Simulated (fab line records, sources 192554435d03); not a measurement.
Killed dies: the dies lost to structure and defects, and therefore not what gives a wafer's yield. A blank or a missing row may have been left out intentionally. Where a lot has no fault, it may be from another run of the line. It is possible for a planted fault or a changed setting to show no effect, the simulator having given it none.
Split-lot trial | flow n5Finfet | 7 lots, 21 wafers read, on a route of 1938 steps

== ON THE SPLIT ==
At N5_BEOL_M6_ETCH_62 (etches SOC in N2/H2, target depth 110 nm, overetch 22 nm, time 165 s), the setting timeS was moved away from the recipe's 165 s on 8 of the 21 wafers read, by -19.3% to +22.3%. For the rest of the wafers, this setting stayed at what the recipe calls for.

The reading comes from the split's own step.

== THE READING ==
SiARC_of_BEOL_M6_COAT_60.thkNm (the simulator's own value, which no gauge read), in nm, at N5_BEOL_M6_ETCH_62 (etches SOC in N2/H2, target depth 110 nm, overetch 22 nm, time 165 s). There is no usual value for it anywhere in the file. Average 28.3 nm, standard deviation 0.14 nm, over the 13 wafers here run with the recipe.

wafer  | tool, chamber at the split | timeS as run, s | against the recipe | SiARC_of_BEOL_M6_COAT_60.thkNm, nm | against lot-mates on the recipe
L074.1 | rieDiel-04, 0              | 165             | recipe             | 28.2                               | -
L074.4 | rieDiel-04, 2              | 201.8           | +22.3%             | 26.8                               | -1.5
L074.5 | rieDiel-04, 1              | 165             | recipe             | 28.4                               | -
L080.1 | rieDiel-05, 0              | 165             | recipe             | 28.4                               | -
L080.3 | rieDiel-05, 2              | 178.2           | +8.0%              | 27.8                               | -0.6
L080.6 | rieDiel-05, 0              | 165             | recipe             | 28.4                               | -
L084.1 | rieDiel-04, 2              | 165             | recipe             | 28.2                               | -
L084.2 | rieDiel-04, 0              | 165             | recipe             | 28.2                               | -
L084.3 | rieDiel-04, 3              | 165             | recipe             | 28.2                               | -
L087.2 | rieDiel-02, 3              | 133.1           | -19.3%             | 29.8                               | +1.4
L087.3 | rieDiel-02, 1              | 133.1           | -19.3%             | 29.6                               | +1.2
L087.6 | rieDiel-02, 1              | 165             | recipe             | 28.4                               | -
L091.1 | rieDiel-05, 3              | 145.9           | -11.6%             | 28.8                               | no lot-mate on the recipe
L091.4 | rieDiel-05, 2              | 145.9           | -11.6%             | 29                                 | no lot-mate on the recipe
L091.5 | rieDiel-05, 1              | 145.9           | -11.6%             | 29                                 | no lot-mate on the recipe
L094.1 | rieDiel-02, 1              | 165             | recipe             | 28.6                               | -
L094.3 | rieDiel-02, 2              | 201             | +21.8%             | 26.6                               | -2.0
L094.5 | rieDiel-02, 0              | 165             | recipe             | 28.6                               | -
L095.3 | rieDiel-05, 2              | 165             | recipe             | 28.2                               | -
L095.4 | rieDiel-05, 1              | 165             | recipe             | 28.2                               | -
L095.6 | rieDiel-05, 1              | 165             | recipe             | 28.4                               | -

THE FIT
A straight line over all 21 wafers: SiARC_of_BEOL_M6_COAT_60.thkNm changes by -0.0689 nm for each +1% of timeS; r = -0.98; the points scatter about the line by 0.16 nm.
The same after taking each lot's own level away (the mean of its wafers on the recipe; 18 wafers): -0.0738 nm for each +1%; r = -0.99; scatter 0.13 nm.
On that fit, the largest move of timeS shifts the reading by 1.6 nm.
The span of the lots' own levels, 28.20 to 28.60 nm, comes to 2.8 times the standard deviation stated above.
So the lot-to-lot level changes the slope little: the two slopes agree.
Check: for one of the wafers moved furthest among these (+22.3%), held out of the fit, the line's prediction against its lot-mates is -1.76 nm. Against them it came out at -1.5 nm.

== THESE WAFERS: OTHER SPLITS ==
Before the reading, these wafers also passed through other splits. Each is held against what the fit with the lots' levels taken away leaves over:
other split on the same wafers    | wafers away from the commonest value | r with SiARC_of_BEOL_M6_COAT_60.thkNm (lot level and that fit taken away)
N5_BEOL_M4_TRENCH_ETCH_37 sourceW | 8                                    | -0.45
N5_BEOL_M4_SPUTTER_86 timeS       | 6                                    | -0.04
N5_BEOL_M5_DEP_56 timeS           | 8                                    | -0.40
N5_BEOL_M6_EXPOSE_08 doseMj       | 6                                    | -0.12

== THE WHOLE CHAIN: every reading that the file lists as answering this split, in the file's order ==
step                  | what it does                                                         | reading                                                                         | change (the file's fit)                                                              | r (the file's)
N5_BEOL_M6_ETCH_62    | etches SOC in N2/H2, target depth 110 nm, overetch 22 nm, time 165 s | SiARC_of_BEOL_M6_COAT_60.thkNm (the simulator's own value, which no gauge read) | -0.0758 nm for each +1% of the setting                                               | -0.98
N5_BEOL_M6_HM_OPEN_17 | chemistry Cl2/BCl3, target TiN, target depth 20 nm, overetch 6 nm    | etch.depthNm (the simulator's own value, which no gauge read)                   | not straight: 19.75 at the lowest setting, 19.95 at the recipe, 16.13 at the highest | not given

== FILE'S OWN FIT ==
SiARC_of_BEOL_M6_COAT_60.thkNm changes by -0.0758 nm for each +1% of timeS, r = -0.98.
